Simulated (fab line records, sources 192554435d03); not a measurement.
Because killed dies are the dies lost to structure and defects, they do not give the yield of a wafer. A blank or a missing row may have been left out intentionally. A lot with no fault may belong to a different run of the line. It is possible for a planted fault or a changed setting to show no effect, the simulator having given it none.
A lot that was struck, set against a sound lot ; flow n5 finfet ; 37 out of 1938 route steps
Sound: wafers L421.1, L421.2, L421.3. Struck: wafer L431.5; the same lot's L431.4 was not struck, so it is left out; see the end for the cause.
At each step with rows: each side's tool, then ch and its chambers, then its first start. Under that, the readings that differ: sound wafers ; struck wafers ; difference of the means ; sigmas: that difference in standard deviations of wafers without a fault.
alike: readings whose means differ by less than 2 such deviations, and words and numbers that are the same on both sides. not compared: withheld readings, readings that some wafer has no value for, bounds like >300 that may hide the same value, and numbers for which the record gives no deviation and whose values overlap.
Wherever a step has rows on one side only, a row that says differs or no value, or a row with sigmas, the two part there. When numbers do not overlap yet have no deviation, they are printed without sigmas and do not part them. A reading missing from all wafers of one side parts the sides only when that side holds two or more wafers.

first, 9 steps without rows for these wafers: N5_BEOL_M13_PRE_CLEAN_42 (time 30 s); N5_BEOL_M13_SPUTTER_43 (material TaN, target thk 15 nm, time 24.19 s); N5_BEOL_M13_SPUTTER_44 (material Ta, target thk 10 nm, time 16.13 s); N5_BEOL_M13_SPUTTER_45 (material Cu, target thk 80 nm, time 13.33 s); N5_BEOL_M13_ECD_47 (material Cu, target thk 936 nm); N5_BEOL_M13_ANNEAL_48 (time 90 s); N5_BEOL_M13_CMP_49 (polishes, stops on SiOC, t overpolish 17.1 s, target thk 420 nm); N5_BEOL_M13_PRE_CLEAN_52 (time 15 s); N5_BEOL_M13_DEP_53 (deposits SiCN from 3MS/NH3, target thk 50 nm, time 17.8 s).
N5_BEOL_M14_ILD_DEP_00: deposits SiO2 from TEOS/O2, target thk 1119.3 nm, time 237.4 s.
  sound on pecvd-01 ch 0,1,2, day 12 05:40; struck on pecvd-01 ch 0, day 14 10:37
reading;sound;struck;difference;sigmas
run length s (s);280.8 280.6 281.0;362.5;+81.7;+99 or more
model.SiO2_of_BEOL_M14_ILD_DEP_00.thk nm (nm);1126 1121 1132;1540;+414;
  alike: heater power w, showerhead plenum p Torr, susceptor temp C, throttle valve pct
N5_BEOL_M14_THK_MEAS_01:
  struck on film metro-02, day 14 10:44; sound on film metro-02, day 12 05:52
reading;sound;struck;difference;sigmas
M14_ILD_THK (nm);1126 1121 1131;1538;+412;+32
then, 10 steps without rows for these wafers: N5_BEOL_M14_COAT_58 (time 60 s, resist thk 89 nm); N5_BEOL_M14_COAT_04 (resist thk 800 nm); N5_BEOL_M14_EBR_06; N5_BEOL_M14_SOFTBAKE_05 (time 60 s); N5_BEOL_M14_EXPOSE_07 (exposes mask V13); N5_BEOL_M14_PEB_08 (peb time 90 s); N5_BEOL_M14_DEVELOP_09 (develop time 45 s); N5_BEOL_M14_HARDBAKE_14 (time 120 s); N5_BEOL_M14_DESCUM_15 (chemistry O2, time 7.9 s); N5_BEOL_M14_ETCH_59 (etches BARC in N2/H2, target depth 89 nm, overetch 26.7 nm, time 67.9 s).
N5_BEOL_M14_VIA_ETCH_16: etches SiO2 in C4F8/O2/Ar, target depth 1231.3 nm.
  sound on rie diel-02 ch 1,2,3, day 12 06:20; struck on rie diel-01 ch 2, day 14 11:20
reading;sound;struck;difference;sigmas
oes product au (a.u.);0.64 0.66 0.63;0.81;+0.17;+2
model.etch.depth nm (nm);1126 1121 1132;1540;+414;
model.coat_of_BEOL_M14_COAT_04.thk nm (nm);454.4 452.6 448.4;353.4;-98.4;
  alike: drypump motor current A, rf vpp V, showerhead plenum p Torr, throttle valve pct
then, 4 steps without rows for these wafers: N5_BEOL_M14_STRIP_63 (strips in O2); N5_BEOL_M14_STRIP_64 (strips in O2); N5_BEOL_M14_STRIP_71 (strips in post etch residue remover, time 60 s); N5_BEOL_M14_SRD_72 (time 30 s, dry time 30 s).
N5_BEOL_M14_CD_MEAS_17 targets a cd of 250 nm.
  struck on cd sem-01, day 14 11:37; sound on cd sem-03, day 12 06:41
reading;sound;struck;difference;sigmas
cd nm (nm);250.7 250.9 250.6;255.0;+4.3;+3
then, 9 steps without rows for these wafers: N5_BEOL_M14_COAT_65 (time 60 s, resist thk 450 nm); N5_BEOL_M14_COAT_66 (time 60 s, resist thk 110 nm); N5_BEOL_M14_COAT_22 (resist thk 300 nm); N5_BEOL_M14_EBR_24; N5_BEOL_M14_SOFTBAKE_23 (time 60 s); N5_BEOL_M14_EXPOSE_25 (exposes mask M14, target cd 280 nm); N5_BEOL_M14_PEB_26 (peb time 90 s); N5_BEOL_M14_DEVELOP_27 (develop time 45 s); N5_BEOL_M14_HARDBAKE_32 (time 120 s).
N5_BEOL_M14_CMP_49: polishes, stops on SiO2, t overpolish 5.2 s, target thk 560 nm.
  sound on cmp-04 ch 1,2,3, day 12 10:11; struck on cmp-03 ch 3, day 14 16:42
reading;sound;struck;difference;sigmas
motor current A (A);7.2 8.1 7.7;9.7;+2.0;+2
model.SiO2_of_BEOL_M14_ILD_DEP_00.thk nm (nm);1046 1041 1052;1461;+415;
  alike: edge zone pressure frac

WHERE THEY PART
Last at N5_BEOL_M14_CMP_49 as far as this record goes, first at N5_BEOL_M14_ILD_DEP_00.

WHY: what had been put in by the simulator
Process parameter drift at N5_BEOL_M14_ILD_DEP_00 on pecvd-01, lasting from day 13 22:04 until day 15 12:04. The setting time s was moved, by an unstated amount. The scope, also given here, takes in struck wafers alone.
